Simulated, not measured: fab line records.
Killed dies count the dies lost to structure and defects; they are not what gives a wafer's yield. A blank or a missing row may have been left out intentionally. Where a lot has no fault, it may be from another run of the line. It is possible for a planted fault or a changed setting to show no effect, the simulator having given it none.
Matching of chambers :: flow nand-harc :: rie-diel-02 running NHARC_P_M0_DESCUM_14: 4 sister chambers
The step chemistry O2, time 3 s. 8 wafers are shown with their chamber, then 12 later ones without.

## WAFERS, EACH WITH ITS CHAMBER
wafer: L084.5
chamber: 2
showerhead-plenum-p-Torr (Torr): 1.79
drypump-motor-current-A (A): 5.79

wafer: L088.4
chamber: 2
showerhead-plenum-p-Torr (Torr): 1.79
drypump-motor-current-A (A): 5.79

wafer: L089.1
chamber: 3
showerhead-plenum-p-Torr (Torr): 1.81
drypump-motor-current-A (A): 5.84

wafer: L089.3
chamber: 1
showerhead-plenum-p-Torr (Torr): 1.80
drypump-motor-current-A (A): 5.69

wafer: L089.4
chamber: 0
showerhead-plenum-p-Torr (Torr): 2.04
drypump-motor-current-A (A): 5.98

wafer: L091.3
chamber: 3
showerhead-plenum-p-Torr (Torr): 1.80
drypump-motor-current-A (A): 5.86

wafer: L091.5
chamber: 1
showerhead-plenum-p-Torr (Torr): 1.80
drypump-motor-current-A (A): 5.68

wafer: L091.6
chamber: 0
showerhead-plenum-p-Torr (Torr): 2.04
drypump-motor-current-A (A): 5.97

## WAFERS MISSING THEIR CHAMBER
wafer: L093.1
showerhead-plenum-p-Torr (Torr): 1.79
drypump-motor-current-A (A): 5.81

wafer: L093.4
showerhead-plenum-p-Torr (Torr): 2.04
drypump-motor-current-A (A): 5.95

wafer: L093.6
showerhead-plenum-p-Torr (Torr): 1.79
drypump-motor-current-A (A): 5.82

wafer: L094.1
showerhead-plenum-p-Torr (Torr): 2.04
drypump-motor-current-A (A): 5.95

wafer: L094.2
showerhead-plenum-p-Torr (Torr): 1.80
drypump-motor-current-A (A): 5.84

wafer: L094.5
showerhead-plenum-p-Torr (Torr): 1.80
drypump-motor-current-A (A): 5.66

wafer: L096.2
showerhead-plenum-p-Torr (Torr): 1.80
drypump-motor-current-A (A): 5.69

wafer: L096.3
showerhead-plenum-p-Torr (Torr): 1.80
drypump-motor-current-A (A): 5.87

wafer: L096.4
showerhead-plenum-p-Torr (Torr): 1.78
drypump-motor-current-A (A): 5.82

wafer: L097.1
showerhead-plenum-p-Torr (Torr): 2.04
drypump-motor-current-A (A): 5.99

wafer: L097.3
showerhead-plenum-p-Torr (Torr): 1.80
drypump-motor-current-A (A): 5.85

wafer: L097.6
showerhead-plenum-p-Torr (Torr): 2.04
drypump-motor-current-A (A): 5.99

## WHICH CHAMBER EACH ONE RAN IN
wafer: L093.1
from the rows above: 2
in truth: 2

wafer: L093.4
from the rows above: 0
in truth: 0

wafer: L093.6
from the rows above: 2
in truth: 2

wafer: L094.1
from the rows above: 0
in truth: 0

wafer: L094.2
from the rows above: 3
in truth: 3

wafer: L094.5
from the rows above: 1
in truth: 1

wafer: L096.2
from the rows above: 1
in truth: 1

wafer: L096.3
from the rows above: 3
in truth: 3

wafer: L096.4
from the rows above: 2
in truth: 2

wafer: L097.1
from the rows above: 0
in truth: 0

wafer: L097.3
from the rows above: 3
in truth: 3

wafer: L097.6
from the rows above: 0
in truth: 0
Placed correctly: 12 of 12. From these rows, 0 cannot be placed. Placed wrongly: 0.
How it was worked out, from the rows above alone: a wafer's distance from a chamber is the root of the sum, over the readings, of the square of ((its reading less the chamber's mean) divided by the reading's scatter). The wafer belongs to the nearest chamber; if the next one is less than 2 further off, it can't be placed. A chamber's mean is the mean of its shown wafers. The scatter: the root of (the sum of the squares of (reading less its chamber's mean) over the shown wafers, divided by (wafers less chambers)).
